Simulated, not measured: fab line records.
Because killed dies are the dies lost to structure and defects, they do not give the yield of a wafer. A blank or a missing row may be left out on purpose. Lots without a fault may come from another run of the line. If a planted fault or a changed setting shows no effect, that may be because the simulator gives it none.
What tool caused it? :: flow nand harc :: 6 lots, 17 wafers sampled, at 5 steps of a route of 1159

## WHAT THE GAUGES SHOWED, per wafer
NHARC_END_SORT_01.
lot :: measured :: on :: killed at array

## TOOL THAT RAN EACH LOT (tool first, then ch and the chambers of the sampled wafers, then the start)
lot: L136
NHARC_A_CONTACT_DESCUM_47: rie diel-11 ch 1,2,3, day 18 04:44
NHARC_A_CONTACT_ETCH_50: rie diel-11 ch 1,2,3, day 18 05:22
NHARC_A_CONTACT_ETCH_114: har cap etch-02 ch 0,1, day 18 06:30
NHARC_A_CONTACT_ETCH_116: har cap etch-02 ch 0,1, day 18 06:41

lot: L139
NHARC_A_CONTACT_DESCUM_47: rie diel-04 ch 1,2, day 18 16:19
NHARC_A_CONTACT_ETCH_50: rie diel-04 ch 0,1, day 18 16:50
NHARC_A_CONTACT_ETCH_114: har cap etch-01 ch 0,1, day 18 18:22
NHARC_A_CONTACT_ETCH_116: har cap etch-01 ch 0,1, day 18 18:40

lot: L142
NHARC_A_CONTACT_DESCUM_47: rie diel-11 ch 1,2,3, day 20 14:02
NHARC_A_CONTACT_ETCH_50: rie diel-11 ch 0,1,3, day 20 14:34
NHARC_A_CONTACT_ETCH_114: har cap etch-01 ch 0,1, day 20 15:41
NHARC_A_CONTACT_ETCH_116: har cap etch-01 ch 0,1, day 20 15:52

lot: L147
NHARC_A_CONTACT_DESCUM_47: rie diel-11 ch 3, day 21 22:49
NHARC_A_CONTACT_ETCH_50: rie diel-11 ch 0,1, day 21 23:43
NHARC_A_CONTACT_ETCH_114: har cap etch-02 ch 0,1, day 22 00:51
NHARC_A_CONTACT_ETCH_116: har cap etch-02 ch 0,1, day 22 01:02

lot: L154
NHARC_A_CONTACT_DESCUM_47: rie diel-04 ch 0,1,3, day 23 05:10
NHARC_A_CONTACT_ETCH_50: rie diel-04 ch 0,1, day 23 05:41
NHARC_A_CONTACT_ETCH_114: har cap etch-02 ch 0,1, day 23 06:48
NHARC_A_CONTACT_ETCH_116: har cap etch-02 ch 0,1, day 23 06:59

lot: L156
NHARC_A_CONTACT_DESCUM_47: rie diel-13 ch 1,2,3, day 23 15:02
NHARC_A_CONTACT_ETCH_50: rie diel-13 ch 0,1, day 23 15:32
NHARC_A_CONTACT_ETCH_114: har cap etch-01 ch 0,1, day 23 16:39
NHARC_A_CONTACT_ETCH_116: har cap etch-01 ch 0,1, day 23 16:50
- NHARC_A_CONTACT_DESCUM_47: chemistry O2, time 3 s.
- NHARC_A_CONTACT_ETCH_50: etches the open film in CF4/CHF3, target depth 84.7 nm, time 42.4 s.
- NHARC_A_CONTACT_ETCH_114: etches the open film in C4F8/O2/Ar, time 94 s, target depth 922 nm.
- NHARC_A_CONTACT_ETCH_116: etches the open film in C4F8/O2/Ar, time 94 s, target depth 922 nm.

## THE ANSWER, worked out from the rows above alone
Rule: the lots themselves supply what counts as usual. Put in order of their means at a reading, lots are off if they are a third of the lots or fewer, leave a main group of 4 or more, and stand apart from it by a gap of 3 or more times the standard deviation of the main group's means; of several such gaps the widest counts. If all means in a main group match to the digits the tables above print for the reading, that group is not used. Also off: a lot with no number at a reading for which 4 or more lots have one. All remaining lots with rows at the step are treated as sound.
Across all readings shown, no lot is off: no conclusion can be drawn from this.

## WHAT THE SIMULATOR PUT IN
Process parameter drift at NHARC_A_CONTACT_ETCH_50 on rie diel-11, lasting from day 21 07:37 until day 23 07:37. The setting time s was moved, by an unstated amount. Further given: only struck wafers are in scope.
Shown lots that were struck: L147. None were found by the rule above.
